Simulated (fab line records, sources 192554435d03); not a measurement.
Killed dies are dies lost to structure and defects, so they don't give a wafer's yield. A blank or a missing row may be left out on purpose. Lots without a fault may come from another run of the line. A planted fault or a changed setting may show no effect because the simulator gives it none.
fab line records | flow n5_finfet
record lots=9 wafers=26 last_day=20
route steps=1938 shown BEOL_M3@934 BEOL_M4@1111 PASSIVATION@1936
lots that met no fault: from a run of the same line without faults
start_h: hours from the record's first day to the start of the lot's first wafer shown | wait_h: hours since the lot's step before | " the same as in the row above | L1.1+2: a row that stands for several wafers | - no value, or no start given | * or withheld: withheld | < > ~ a bound
route shown NAME@n: a module of which the file shows steps, and the number in the route of the first | usual: mean/standard deviation of fault-free wafers | same: alike in all rows | chamber/n: place in a boat | sites: the reading at each site | _std_site: their standard deviation | _edge_site: outer sites' mean less inner sites' | radius_mm: how far each site lies from the wafer's centre | mask NAME#n: copy n | behind: the tool/chamber that last shaped the wafer | hold: why the lot was held/for how many hours/how that ended | device: the transistor (n, p or np) that didn't switch | end of line: the same wafers' tests at the end of the route | a step without rows: its recipe alone | killed: dies lost to structure and defects at the first sort, not the wafer's yield | map: a wafer's dies, x killed, . not, _ none there
set.NAME: the setting as run; set.NAME@STEP: as run at that earlier step | model.NAME: the simulator's own value behind a step, which no gauge read
steps of the route over a sample of lots; a table a step, a row a wafer
services: from which hour (start_h, from the record's first day; less than 0 if before it) a tool's chamber was out of use, for how many hours, and why
## steps
# step N5_BEOL_M3_HM_DEP_02
# recipe material=TiN target_thk_a=200 temp_c=25 chamber_pressure_pa=0.49996
# usual throttle_valve_pct=30.1/1.1
# columns lot.wafer tool chamber start_h wait_h throttle_valve_pct
L277.2 pvd_sputter-03 - 168.43 0.1 30.3
L277.4 " - " " 31.4
L277.5 " - " " 31.2
L280.3 pvd_sputter-01 - 192.59 0.5 31.3
L280.4 " - " " 31.4
L280.5 " - " " 31.1
L281.2 pvd_sputter-02 - 201.23 0.7 29.9
L281.3 " - " " 29.5
L281.5 " - " " 29.6
L285.3 pvd_sputter-03 - 232.54 0.6 31.3
L285.5 " - " " 30.3
L286.3 pvd_sputter-03 - 247.25 3.4 29.4
L286.5 " - " " 29.3
L286.6 " - " " 30.2
L287.1 pvd_sputter-02 - 248.05 0.0 28.0
L287.2 " - " " 29.3
L287.5 " - " " 30.2
L294.2 pvd_sputter-03 - 277.04 0.4 31.2
L294.3 " - " " 30.6
L294.5 " - " " 31.3
L296.1 pvd_sputter-02 - 291.07 0.4 27.8
L296.2 " - " " 29.8
L296.3 " - " " 29.4
L295.1 pvd_sputter-01 - 291.61 0.5 29.5
L295.3 " - " " 31.4
L295.5 " - " " 29.3
# step N5_BEOL_M3_ETCH_69
# recipe chemistry=CF4 target=SiARC target_depth_a=156 mask_material=CAR-EUV time_s=26 ion_energy_ev=80 pressure_mtorr=40 source_w=545 bias_w=36 Ar_flow_sccm=100 cf4_flow_sccm=100 ends=cleared
# usual cf4_flow_sccm=99.99/0.29 drypump_motor_current_A=5.7/0.5 etch_rf_on_time_s=26.0/0.58 oes_product_au=0.68/0.055 rf_fwd_power_W=532.0/1.9 rf_vpp_V=184.0/1.1 showerhead_plenum_p_Torr=2.14/0.065 throttle_valve_pct=15.54/0.15
# columns lot.wafer tool chamber start_h wait_h cf4_flow_sccm drypump_motor_current_A etch_rf_on_time_s oes_product_au rf_fwd_power_W rf_hours_counter_h rf_vpp_V showerhead_plenum_p_Torr throttle_valve_pct
L277.2 rie_diel-05 0 169.88 0.0 100.17 5.6 26.7 0.61 531.4 203 183.4 2.13 15.79
L277.4 " 3 " " 99.66 6.1 26.2 0.66 532.0 145 184.1 2.13 15.49
L277.5 " 3 " " 99.69 6.1 26.3 0.66 532.4 - 183.5 2.13 15.49
L280.3 rie_diel-05 2 194.69 0.0 99.65 4.8 25.5 0.75 534.5 52 184.4 2.19 15.47
L280.4 " 1 " " 99.65 6.5 25.9 0.80 530.3 - 185.2 2.10 15.32
L280.5 " 3 " " 99.57 6.1 26.6 0.65 535.6 - 184.7 2.13 15.49
L281.2 rie_diel-05 2 202.94 0.0 100.09 4.9 25.8 0.73 529.8 56 184.2 2.19 15.49
L281.3 " 0 " " 100.04 5.5 26.6 0.60 532.9 210 183.7 2.12 15.81
L281.5 " 2 " " 100.59 4.8 26.1 0.74 531.6 - 184.7 2.19 15.49
L285.3 rie_diel-05 2 234.10 0.0 99.88 4.8 25.7 0.72 533.2 66 185.0 2.18 15.49
L285.5 " 2 " " 99.84 4.8 31.2 0.65 533.2 - 184.8 2.18 15.51
L286.3 rie_diel-05 2 248.89 0.0 99.72 4.8 25.9 0.72 531.0 71 184.1 2.18 15.52
L286.5 " 2 " " 99.70 4.8 31.5 0.64 533.4 - 184.9 2.18 15.54
L286.6 " 1 " " 99.60 6.5 26.1 0.74 529.2 - 183.1 2.10 15.36
L287.1 rie_diel-05 3 249.64 0.0 99.78 6.1 32.3 0.58 537.1 171 185.1 2.12 15.53
L287.2 " 0 " " 100.20 5.6 26.5 0.59 531.9 225 184.9 2.12 15.82
L287.5 " 0 " " 99.76 5.6 32.2 0.54 534.8 - 184.4 2.12 15.82
L294.2 rie_diel-06 0 278.61 0.0 100.17 5.9 25.7 0.63 530.0 191 185.2 2.22 15.55
L294.3 " 1 " " 99.71 5.6 25.2 0.66 532.2 147 182.1 1.98 15.78
L294.5 " 2 " " 99.92 6.0 26.3 0.64 531.3 - 184.2 2.15 15.82
L296.1 rie_diel-03 1 292.76 0.0 100.24 5.3 25.3 0.72 533.4 74 182.6 2.09 15.41
L296.2 " 2 " " 100.24 6.1 25.7 0.62 536.1 200 181.4 2.05 15.41
L296.3 " 3 " " 99.73 5.1 27.3 0.66 533.1 124 183.2 2.24 15.69
L295.1 rie_diel-03 0 293.41 0.0 99.73 5.5 25.8 0.63 530.4 200 185.1 2.12 15.55
L295.3 " 2 " " 100.48 6.1 25.6 0.62 536.3 200 182.5 2.05 15.42
L295.5 " 2 " " 100.17 6.1 25.6 0.62 534.2 - 182.8 2.05 15.41
# step N5_BEOL_M3_TRENCH_ETCH_37
# recipe chemistry=C4F6/O2 target_depth_a=555.55 target=SiOC time_s=29.2 ion_energy_ev=250 pressure_mtorr=30 source_w=355 bias_w=185 Ar_flow_sccm=300 C4F6_flow_sccm=10 O2_flow_sccm=10
# usual drypump_motor_current_A=5.7/0.48 oes_o_777_au=0.79/0.058 oes_product_au=0.78/0.063 rf_fwd_power_W=349.8/1.7 rf_vpp_V=664/13 showerhead_plenum_p_Torr=2.83/0.093 throttle_valve_pct=20.79/0.16
# columns lot.wafer tool chamber start_h wait_h drypump_motor_current_A oes_o_777_au oes_product_au rf_fwd_power_W rf_hours_counter_h rf_vpp_V showerhead_plenum_p_Torr throttle_valve_pct
L277.2 rie_diel-03 2 - - 6.1 0.75 0.75 352.1 167 671 2.74 20.57
L277.4 " 0 " " 5.5 0.76 0.76 349.4 165 680 2.82 20.58
L277.5 " 1 " " 5.4 0.90 0.88 349.3 - 638 2.79 20.67
L280.3 rie_diel-03 2 - - 6.1 0.75 0.74 354.3 175 669 2.73 20.56
L280.4 " 3 " " 5.1 0.79 0.80 348.5 97 653 2.99 20.87
L280.5 " 2 " " 6.2 0.75 0.75 353.1 - 671 2.73 20.55
L281.2 rie_diel-05 3 - - 6.1 0.76 0.76 353.0 157 676 2.84 20.75
L281.3 " 0 " " 5.6 0.73 0.69 351.0 213 650 2.81 20.93
L281.5 " 1 " " 6.5 0.91 0.92 347.7 - 678 2.80 20.69
L285.3 rie_diel-06 2 - - 6.0 0.78 0.77 350.7 125 652 2.87 21.16
L285.5 " 3 " " 5.7 0.71 0.74 349.1 - 681 2.96 20.93
L286.3 rie_diel-05 0 - - 5.6 0.72 0.69 350.0 227 649 2.80 20.97
L286.5 " 3 " " 6.1 0.75 0.73 351.5 - 675 2.83 20.78
L286.6 " 0 " " 5.6 0.72 0.69 349.7 - 651 2.80 20.96
L287.1 rie_diel-06 3 - - 5.7 0.69 0.73 351.2 180 681 2.96 20.92
L287.2 " 2 " " 6.1 0.79 0.76 348.1 132 650 2.87 21.16
L287.5 " 1 " " 5.5 0.79 0.79 345.3 - 667 2.61 20.88
L294.2 rie_diel-05 2 - - 4.8 0.80 0.83 347.6 81 658 2.91 20.88
L294.3 " 1 " " 6.5 0.85 0.87 347.4 36 678 2.79 20.70
L294.5 " 3 " " 6.1 0.74 0.74 350.2 - 676 2.83 20.81
L295.1 rie_diel-05 1 - - 6.5 0.86 0.86 347.8 41 680 2.79 20.73
L295.3 " 2 " " 4.8 0.81 0.82 347.1 86 656 2.90 20.89
L295.5 " 1 " " 6.5 0.85 0.85 346.4 - 679 2.79 20.72
L296.1 rie_diel-06 0 - - 5.9 0.74 0.72 351.5 202 670 2.92 20.61
L296.2 " 1 " " 5.6 0.78 0.77 349.0 159 668 2.61 20.89
L296.3 " 2 " " 6.0 0.77 0.73 349.8 148 650 2.86 21.20
# step N5_BEOL_M3_STRIP_97
# recipe chemistry=N2/H2 time_s=10 power_w=450 temp_c=40 pressure_mtorr=20 rf_frequency_hz=6e+07 bias_power_w=7 n2_flow_sccm=200 h2_flow_sccm=200
# usual drypump_motor_current_A=5.7/0.48 oes_product_au=0.78/0.063 rf_vpp_V=59.0/0.88 showerhead_plenum_p_Torr=2.52/0.083 throttle_valve_pct=23.6/0.3
# columns lot.wafer tool chamber start_h wait_h drypump_motor_current_A oes_product_au rf_hours_counter_h rf_vpp_V showerhead_plenum_p_Torr throttle_valve_pct
L277.2 rie_diel-03 2 - - 6.1 0.76 167 59.0 2.43 23.2
L277.4 " 0 " " 5.5 0.76 165 58.7 2.54 23.4
L277.5 " 1 " " 5.4 0.89 - 59.3 2.46 23.1
L280.3 rie_diel-03 2 - - 6.1 0.74 175 58.7 2.43 23.2
L280.4 " 3 " " 5.1 0.81 97 58.3 2.67 23.7
L280.5 " 2 " " 6.1 0.73 - 57.7 2.43 23.2
L281.2 rie_diel-05 3 - - 6.1 0.76 157 60.7 2.55 23.8
L281.3 " 0 " " 5.6 0.70 213 60.6 2.51 23.7
L281.5 " 1 " " 6.5 0.92 - 58.2 2.48 23.5
L285.3 rie_diel-06 2 - - 6.1 0.76 125 59.4 2.56 24.1
L285.5 " 3 " " 5.7 0.73 - 58.9 2.62 23.5
L286.3 rie_diel-05 0 - - 5.6 0.69 227 58.4 2.50 23.7
L286.5 " 3 " " 6.1 0.74 - 58.0 2.54 23.8
L286.6 " 0 " " 5.6 0.69 - 59.2 2.50 23.7
L287.1 rie_diel-06 3 - - 5.7 0.73 180 59.1 2.62 23.5
L287.2 " 2 " " 6.0 0.76 132 59.7 2.55 24.1
L287.5 " 1 " " 5.6 0.78 - 57.9 2.35 24.0
L294.2 rie_diel-05 2 - - 4.8 0.81 81 59.1 2.57 23.3
L294.3 " 1 " " 6.5 0.85 36 58.7 2.47 23.5
L294.5 " 3 " " 6.1 0.73 - 58.3 2.54 23.8
L295.1 rie_diel-05 1 - - 6.5 0.86 41 59.8 2.47 23.5
L295.3 " 2 " " 4.9 0.82 86 58.4 2.57 23.3
L295.5 " 1 " " 6.5 0.85 - 58.5 2.47 23.5
L296.1 rie_diel-06 0 - - 5.9 0.71 202 60.3 2.63 23.4
L296.2 " 1 " " 5.5 0.76 159 58.9 2.34 24.0
L296.3 " 2 " " 6.0 0.73 148 59.0 2.55 24.1
# step N5_BEOL_M4_RC_MEAS_101
# usual DIBL_N=36.7/1.8 DIBL_P=37.0/2.4 IOFF_N=0.17/0.036 IOFF_P=0.22/0.042 ION_N=673/12 ION_P=462/8.5 SS_N=71.7/0.62 SS_P=73.4/0.65 VT_N=250/3.7 VT_P=-250/3.7
# columns lot.wafer tool chamber start_h wait_h DIBL_N[mV/V] DIBL_P[mV/V] IOFF_N[nA/um] IOFF_P[nA/um] ION_N[uA/um] ION_P[uA/um] SS_N[mV/dec] SS_P[mV/dec] VT_N[mV] VT_P[mV]
L277.2 prober-02 0 214.95 0.2 34.1 34.9 0.11 0.15 642 447 71.1 73.3 257 -253
L277.4 " 0 " " 36.1 36.7 0.13 0.18 654 443 71.3 72.7 257 -252
L277.5 " 0 " " 33.6 34.7 0.11 0.15 647 446 70.5 72.5 256 -255
L280.3 prober-02 0 224.45 0.3 36.2 37.7 0.16 0.22 675 471 71.6 73.5 249 -246
L280.4 " 0 " " 33.3 33.2 0.12 0.17 663 460 71.1 72.6 254 -251
L280.5 " 0 " " 37.4 38.6 0.18 0.25 677 468 72.3 73.3 248 -248
L281.2 prober-02 0 233.76 0.2 41.1 41.2 0.24 0.27 692 467 72.5 73.7 244 -251
L281.3 " 0 " " 38.2 38.3 0.18 0.20 672 456 72.0 73.1 248 -255
L281.5 " 0 " " 37.5 37.9 0.17 0.21 670 451 71.7 73.3 247 -251
L285.3 prober-01 0 262.71 0.3 36.3 38.6 0.17 0.25 680 468 71.7 74.3 246 -247
L285.5 " 0 " " 38.1 40.0 0.20 0.28 668 464 72.6 74.5 248 -248
L286.3 prober-01 0 271.27 0.3 34.9 37.2 0.14 0.22 669 465 70.8 73.9 252 -251
L286.5 " 0 " " 35.1 36.2 0.13 0.19 664 460 71.2 74.0 255 -253
L286.6 " 0 " " 34.5 36.0 0.13 0.19 674 463 71.3 73.4 250 -253
L287.1 prober-01 0 280.22 0.0 36.7 38.6 0.16 0.23 667 458 71.5 74.3 250 -251
L287.2 " 0 " " 35.1 35.9 0.14 0.18 662 453 72.0 74.2 252 -257
L287.5 " 0 " " 37.1 38.7 0.19 0.23 691 466 71.7 74.5 245 -253
L294.2 prober-02 0 302.50 0.2 38.1 36.4 0.17 0.25 687 471 71.4 73.9 247 -248
L294.3 " 0 " " 39.6 38.4 0.20 0.29 671 462 72.5 73.2 250 -247
L294.5 " 0 " " 37.0 35.7 0.15 0.23 683 470 70.7 73.3 249 -248
L295.1 prober-02 0 330.73 0.0 37.6 38.4 0.18 0.24 684 467 72.0 72.7 248 -250
L295.3 " 0 " " 36.9 37.5 0.16 0.22 671 460 71.8 73.1 249 -254
L295.5 " 0 " " 36.6 37.7 0.16 0.23 676 469 71.8 73.9 249 -251
L296.1 prober-01 0 355.73 0.0 36.6 36.4 0.15 0.19 669 454 71.8 72.8 251 -252
L296.2 " 0 " " 36.8 35.9 0.16 0.20 682 464 71.9 73.6 248 -253
L296.3 " 0 " " 35.9 35.0 0.14 0.18 670 455 71.6 73.4 251 -254
# step N5_PASSIVATION_PROBE_49
# usual defect_limited_yield=91.1/1.4 killed_at_M0_to_M3=32/9.3 killed_at_M4_up=13/5.8 killed_at_contacts=12/6.3 killed_at_front_end=44/12 killed_at_other=3.6/2.7 killed_dies=104/17 killed_on_rim=14/3.9 killed_open=69/13 killed_short=34/6.9 sort_bin_5_function=5.2/0.98 sort_bin_6_memory=3.3/0.59 sort_bin_8_speed=0.01/0.039 sort_n_pass=1075/17
# same gross_dies=1180 killed_at_back_side=0 sort_bin_4_leakage[%]=0
# columns lot.wafer tool chamber start_h wait_h defect_limited_yield[%] killed_at_M0_to_M3 killed_at_M4_up killed_at_contacts killed_at_front_end killed_at_other killed_dies killed_on_rim killed_open killed_short sort_bin_5_function[%] sort_bin_6_memory[%] sort_bin_8_speed[%] sort_n_pass
L277.2 prober-01 - 332.41 0.1 90.7 27 28 8 44 3 110 15 62 48 5.7 3.2 0 1070
L277.4 prober-01 - 332.51 0.2 93.9 24 9 5 34 0 72 9 50 20 3.1 2.8 0.08 1107
L277.5 prober-01 - 332.56 0.2 89.9 28 22 7 60 2 119 18 71 44 5.8 3.6 0 1061
L280.3 prober-01 - 332.76 0.1 92.8 37 6 5 32 5 85 16 59 24 4.3 2.8 0 1095
L280.4 prober-01 - 332.81 0.2 90.7 38 13 6 43 10 110 14 69 36 5.6 3.3 0 1070
L280.5 prober-01 - 332.86 0.2 94.0 29 2 5 22 13 71 9 47 24 3.4 2.3 0 1109
L281.2 prober-01 - 341.14 0.1 89.6 41 6 17 53 6 123 16 91 32 6.5 3.4 0 1057
L281.3 prober-01 - 341.19 0.1 91.4 24 12 16 47 3 102 13 64 36 5.3 3.1 0.08 1078
L281.5 prober-01 - 341.29 0.2 92.5 34 9 7 36 3 89 12 55 32 4.2 3.0 0.17 1091
L285.3 prober-02 - 360.90 0.1 92.3 34 25 9 23 0 91 9 53 36 4.8 2.6 0 1089
L285.5 prober-02 - 361.00 0.2 89.9 35 22 5 56 1 119 15 78 39 5.7 4.2 0 1061
L286.3 prober-01 - 375.41 0.1 87.7 25 14 20 82 4 145 21 101 44 7.5 4.7 0 1035
L286.5 prober-01 - 375.51 0.2 91.9 33 10 10 38 5 96 15 56 39 4.9 3.0 0 1084
L286.6 prober-01 - 375.56 0.3 90.2 30 16 19 48 3 116 16 80 36 5.8 4.0 0 1064
L287.1 prober-01 - 387.06 0.0 90.9 26 27 14 34 6 107 17 71 36 5.1 3.8 0 1073
L287.2 prober-01 - 387.11 0.1 91.2 23 19 16 46 0 104 11 61 43 5.3 3.0 0 1076
L287.5 prober-01 - 387.26 0.2 89.3 51 19 5 46 5 126 15 70 56 5.6 4.6 0 1054
L294.2 prober-02 - 408.59 0.1 89.7 42 8 7 62 3 122 21 84 35 6.7 3.2 0 1058
L294.3 prober-02 - 408.64 0.1 88.6 75 9 13 33 4 134 14 89 41 6.9 3.9 0 1046
L294.5 prober-02 - 408.74 0.2 88.7 51 7 10 62 3 133 16 88 44 6.7 4.1 0 1047
L295.1 prober-02 - 429.62 0.0 91.6 27 10 6 54 2 99 9 63 36 5.9 2.2 0 1081
L295.3 prober-02 - 429.72 0.1 92.4 19 12 20 36 3 90 12 69 20 4.7 2.6 0 1090
L295.5 prober-02 - 429.82 0.2 89.4 34 8 18 59 6 125 15 92 32 5.8 4.3 0 1055
L296.1 prober-01 - 470.30 0.0 90.3 46 18 9 42 0 115 8 70 38 5.2 3.6 0 1065
L296.2 prober-01 - 470.35 0.1 91.4 32 7 13 47 2 101 12 63 35 5.3 3.1 0 1079
L296.3 prober-01 - 470.40 0.1 92.6 43 6 10 26 2 87 14 55 31 3.8 3.1 0 1093
# killed by level:class
L277.2 BEOL_M4:geometric_particle:open=16 FIN_SAQP:geometric_particle:short=14 FIN_SAQP:geometric_particle:open=8 BEOL_M2:geometric_particle:open=6 DUMMY_GATE:geometric_particle:open=5 BEOL_M3:geometric_particle:open=4 MOL_CONTACT_COAG:geometric_particle:open=4 MOL_CONTACT_COAG:geometric_particle:short=4
L277.4 BEOL_M2:geometric_particle:open=8 STI_FIN_REVEAL:geometric_particle:open=7 DUMMY_GATE:geometric_particle:open=7 BEOL_M1:geometric_particle:open=6 FIN_SAQP:geometric_particle:open=5 FIN_SAQP:geometric_particle:short=4 MOL_CONTACT_COAG:geometric_particle:open=4 GATE_CUT:geometric_particle:short=3
L277.5 FIN_SAQP:geometric_particle:short=15 FIN_SAQP:geometric_particle:open=12 STI_FIN_REVEAL:geometric_particle:open=10 BEOL_M2:geometric_particle:open=8 BEOL_M1:geometric_particle:open=7 BEOL_M4:geometric_particle:open=6 BEOL_M5:geometric_particle:open=6 DUMMY_GATE:geometric_particle:open=5
L280.3 BEOL_M3:geometric_particle:open=12 STI_FIN_REVEAL:geometric_particle:open=10 BEOL_M1:geometric_particle:open=10 DUMMY_GATE:geometric_particle:open=5 BEOL_M3:geometric_particle:short=5 FIN_SAQP:geometric_particle:open=3 SPACER0:geometric_particle:short=3 MOL_CONTACT_COAG:geometric_particle:open=3
L280.4 STI_FIN_REVEAL:geometric_particle:open=10 DUMMY_GATE:geometric_particle:open=10 BEOL_M1:geometric_particle:open=6 BEOL_M2:geometric_particle:open=6 BEOL_M3:geometric_particle:open=6 MOL_CONTACT_COAG:geometric_particle:open=5 BEOL_M0:geometric_particle:open=5 MIM_TOP_ETCH:geometric_particle:short=5
L280.5 BEOL_M1:geometric_particle:open=10 BEOL_M3:geometric_particle:open=9 DUMMY_GATE:geometric_particle:open=4 GATE_CUT:geometric_particle:short=4 MIM_TOP_ETCH:geometric_particle:open=4 MOL_CONTACT_COAG:geometric_particle:open=3 BEOL_M2:geometric_particle:open=3 STARTING-WAFER:geometric_particle:short=3
L281.2 MOL_CONTACT_COAG:geometric_particle:open=16 STI_FIN_REVEAL:geometric_particle:open=10 FIN_SAQP:geometric_particle:open=9 BEOL_M3:geometric_particle:open=8 BEOL_M1:geometric_particle:open=7 BEOL_M2:geometric_particle:open=7 FIN_SAQP:geometric_particle:short=6 BEOL_M0_SAQP:geometric_particle:open=6
L281.3 FIN_SAQP:geometric_particle:short=15 MOL_CONTACT_COAG:geometric_particle:open=15 BEOL_M1:geometric_particle:open=11 FIN_SAQP:geometric_particle:open=6 DUMMY_GATE:geometric_particle:open=5 BEOL_M2:geometric_particle:open=4 STI_FIN_REVEAL:geometric_particle:open=3 ILD0:geometric_particle:short=3
L281.5 BEOL_M0_SAQP:geometric_particle:short=9 STI_FIN_REVEAL:geometric_particle:open=8 GATE_CUT:geometric_particle:open=8 BEOL_M0_SAQP:geometric_particle:open=6 BEOL_M4:geometric_particle:open=6 GATE_CUT:geometric_particle:short=4 MOL_CONTACT_COAG:geometric_particle:open=4 BEOL_M3:geometric_particle:open=4
L285.3 BEOL_M4:geometric_particle:open=14 BEOL_M0_SAQP:geometric_particle:short=11 MOL_CONTACT_COAG:geometric_particle:open=7 BEOL_M0_SAQP:geometric_particle:open=7 BEOL_M2:geometric_particle:open=6 FIN_SAQP:geometric_particle:open=5 STI_FIN_REVEAL:geometric_particle:open=5 BEOL_M2:geometric_particle:short=5
L285.5 FIN_SAQP:geometric_particle:open=19 BEOL_M1:geometric_particle:short=10 FIN_SAQP:geometric_particle:short=9 STI_FIN_REVEAL:geometric_particle:open=9 BEOL_M0_SAQP:geometric_particle:open=9 BEOL_M4:geometric_particle:open=9 DUMMY_GATE:geometric_particle:open=5 BEOL_M2:geometric_particle:open=5
L286.3 STI_FIN_REVEAL:geometric_particle:open=25 MOL_CONTACT_COAG:geometric_particle:open=15 BEOL_M3:geometric_particle:open=13 FIN_SAQP:geometric_particle:short=9 ILD0:geometric_particle:open=9 FIN_SAQP:geometric_particle:open=8 DUMMY_GATE:geometric_particle:open=6 ILD0:geometric_particle:short=5
L286.5 BEOL_M0_SAQP:geometric_particle:short=10 MOL_CONTACT_COAG:geometric_particle:open=9 FIN_SAQP:geometric_particle:short=8 BEOL_M2:geometric_particle:open=8 STI_FIN_REVEAL:geometric_particle:open=6 BEOL_M3:geometric_particle:open=5 BEOL_M4:geometric_particle:open=5 GATE_CUT:geometric_particle:short=4
L286.6 MOL_CONTACT_COAG:geometric_particle:open=16 FIN_SAQP:geometric_particle:open=13 FIN_SAQP:geometric_particle:short=9 BEOL_M2:geometric_particle:open=8 BEOL_M4:geometric_particle:open=8 STI_FIN_REVEAL:geometric_particle:open=4 DUMMY_GATE:geometric_particle:open=4 BEOL_M0_SAQP:geometric_particle:open=4
L287.1 BEOL_M4:geometric_particle:open=12 GATE_CUT:geometric_particle:short=10 MOL_CONTACT_COAG:geometric_particle:open=10 BEOL_M1:geometric_particle:open=8 BEOL_M0_SAQP:geometric_particle:short=5 STARTING-WAFER:geometric_particle:open=5 FIN_SAQP:geometric_particle:open=4 MOL_CONTACT_COAG:geometric_particle:short=4
L287.2 FIN_SAQP:geometric_particle:short=13 MOL_CONTACT_COAG:geometric_particle:open=12 FIN_SAQP:geometric_particle:open=8 BEOL_M0_SAQP:geometric_particle:short=7 DUMMY_GATE:geometric_particle:open=6 BEOL_M4:geometric_particle:open=6 BEOL_M1:geometric_particle:open=5 GATE_CUT:geometric_particle:short=4
L287.5 BEOL_M0_SAQP:geometric_particle:short=14 BEOL_M0_SAQP:geometric_particle:open=13 BEOL_M1:geometric_particle:open=8 BEOL_M4:geometric_particle:short=7 FIN_SAQP:geometric_particle:open=6 STI_FIN_REVEAL:geometric_particle:open=6 BEOL_M0:geometric_particle:open=5 FIN_SAQP:geometric_particle:short=4
L294.2 STI_FIN_REVEAL:geometric_particle:open=20 BEOL_M2:geometric_particle:open=13 FIN_SAQP:geometric_particle:open=12 BEOL_M0_SAQP:geometric_particle:short=9 STI_FIN_REVEAL:geometric_particle:short=6 BEOL_M0_SAQP:geometric_particle:open=6 FIN_SAQP:geometric_particle:short=5 MOL_CONTACT_COAG:geometric_particle:open=5
L294.3 BEOL_M0_SAQP:geometric_particle:open=23 BEOL_M0_SAQP:geometric_particle:short=14 BEOL_M1:geometric_particle:open=10 BEOL_M2:geometric_particle:open=10 MOL_CONTACT_COAG:geometric_particle:open=9 FIN_SAQP:geometric_particle:open=6 STI_FIN_REVEAL:geometric_particle:open=6 BEOL_M0:geometric_particle:open=6
L294.5 STI_FIN_REVEAL:geometric_particle:open=20 BEOL_M2:geometric_particle:open=17 FIN_SAQP:geometric_particle:open=10 BEOL_M0_SAQP:geometric_particle:short=10 FIN_SAQP:geometric_particle:short=9 MOL_CONTACT_COAG:geometric_particle:open=8 DUMMY_GATE:geometric_particle:open=6 BEOL_M0_SAQP:geometric_particle:open=6
L295.1 FIN_SAQP:geometric_particle:open=10 STI_FIN_REVEAL:geometric_particle:open=8 DUMMY_GATE:geometric_particle:open=7 FIN_SAQP:geometric_particle:short=6 BEOL_M0_SAQP:geometric_particle:open=6 STI_FIN_REVEAL:geometric_particle:short=5 MOL_CONTACT_COAG:geometric_particle:open=5 BEOL_M1:geometric_particle:open=5
L295.3 MOL_CONTACT_COAG:geometric_particle:open=18 STI_FIN_REVEAL:geometric_particle:open=12 FIN_SAQP:geometric_particle:open=5 BEOL_M0_SAQP:geometric_particle:short=5 BEOL_M1:geometric_particle:open=5 BEOL_M5:geometric_particle:open=5 BEOL_M2:geometric_particle:open=4 FIN_SAQP:geometric_particle:short=3
L295.5 FIN_SAQP:geometric_particle:open=15 MOL_CONTACT_COAG:geometric_particle:open=15 STI_FIN_REVEAL:geometric_particle:open=14 BEOL_M0_SAQP:geometric_particle:short=9 FIN_SAQP:geometric_particle:short=8 BEOL_M2:geometric_particle:open=7 DUMMY_GATE:geometric_particle:open=6 BEOL_M3:geometric_particle:open=6
L296.1 FIN_SAQP:geometric_particle:short=10 MOL_CONTACT_COAG:geometric_particle:open=8 BEOL_M0_SAQP:geometric_particle:short=8 BEOL_M0_SAQP:geometric_particle:open=8 BEOL_M3:geometric_particle:open=7 BEOL_M1:geometric_particle:open=7 BEOL_M2:geometric_particle:open=7 DUMMY_GATE:geometric_particle:open=5
L296.2 STI_FIN_REVEAL:geometric_particle:open=12 MOL_CONTACT_COAG:geometric_particle:open=10 FIN_SAQP:geometric_particle:open=7 BEOL_M0_SAQP:geometric_particle:short=7 BEOL_M2:geometric_particle:open=7 FIN_SAQP:geometric_particle:short=6 STI_FIN_REVEAL:geometric_particle:short=6 BEOL_M1:geometric_particle:open=6
L296.3 MOL_CONTACT_COAG:geometric_particle:open=9 BEOL_M1:geometric_particle:open=8 BEOL_M2:geometric_particle:open=8 BEOL_M0_SAQP:geometric_particle:open=7 BEOL_M0_SAQP:geometric_particle:short=7 STARTING-WAFER:geometric_particle:short=5 STARTING-WAFER:geometric_particle:open=5 FIN_SAQP:geometric_particle:short=4
## services
# columns tool chamber start_h hours kind
rie_diel-05 1 150.32 - clean
rie_diel-05 1 150.32 - consumable_replace:focus_ring
rie_diel-05 1 150.32 18.0 scheduled_down
rie_diel-05 1 150.32 18.0 vent_cycle
rie_diel-06 2 160.23 3.0 repair
rie_diel-06 - 190.75 2.8 pm
rie_diel-05 0 192.21 5.8 repair
rie_diel-05 - 195.70 0.7 repair
rie_diel-03 2 225.59 2.0 repair
rie_diel-05 0 241.22 3.8 repair
rie_diel-06 3 291.19 8.3 repair
pvd_sputter-02 - 301.83 7.9 repair
## key
first_sign step=N5_BEOL_M3_ETCH_69 reading=etch_rf_on_time_s direction=up sigmas=10 usual=* struck=*
effect none on later readings
met_at N5_BEOL_M3_ETCH_69
struck_lots L285,L286,L287
struck_wafers L285.5,L286.5,L287.1,L287.5
not_acting_at N5_BEOL_M3_HM_DEP_02,N5_BEOL_M3_TRENCH_ETCH_37,N5_BEOL_M3_STRIP_97
onset_between 202.94 234.10
fault kind=process_parameter_drift tool=rie_diel-05 chamber=- onset_h=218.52 steps=N5_BEOL_M3_ETCH_69 channel=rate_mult offset=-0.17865 shape=step end_h=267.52 scope=struck_wafers_only
